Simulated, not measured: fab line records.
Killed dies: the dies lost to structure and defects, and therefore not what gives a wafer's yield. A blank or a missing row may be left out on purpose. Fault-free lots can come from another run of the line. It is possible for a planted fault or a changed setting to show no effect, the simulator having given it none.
Chamber matching ; flow n5Finfet ; rieDiel-04 running N5_BEOL_M5_ETCH_72: 4 sister chambers
The step etches underlayer in N2/H2, target depth 6.5 nm, time 5.2 s. 4 wafers are shown with their chamber, then 12 later ones without.

EACH WAFER AND ITS CHAMBER
wafer;chamber;drypumpMotorCurrentA (A)
L082.1;3;5.7
L089.2;0;5.8
L089.3;1;6.3
L089.5;2;5.2

WAFERS MISSING THEIR CHAMBER
wafer;drypumpMotorCurrentA (A)
L091.2;6.3
L091.5;5.2
L091.6;5.6
L094.1;6.3
L094.2;5.7
L094.3;5.3
L094.4;5.8
L094.5;5.8
L094.6;6.3
L096.2;5.3
L096.5;6.2
L096.6;5.8

CHAMBER TAKEN BY EACH
wafer;from the rows above;in truth
L091.2;1;1
L091.5;2;2
L091.6;can't be placed: 3 or 0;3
L094.1;1;1
L094.2;can't be placed: 3 or 0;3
L094.3;2;2
L094.4;can't be placed: 0 or 3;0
L094.5;can't be placed: 0 or 3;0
L094.6;1;1
L096.2;2;2
L096.5;1;1
L096.6;can't be placed: 0 or 3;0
Correctly placed: 7 of 12. From these rows, 5 cannot be placed; in 5 the true chamber is one of the candidates. 0 placed wrongly.
How it was worked out, from the rows above alone: a wafer's distance from a chamber is the root of the sum, over the readings, of the square of ((its reading less the chamber's mean) divided by the reading's scatter). If the next closest chamber is less than 2 further off than the closest, the wafer can't be placed; otherwise it belongs to the closest. A chamber's mean is the mean of its shown wafers. The scatter (one wafer shown for each chamber): square how far every hidden wafer sits from the nearest shown wafer, average those squares and take the square root.
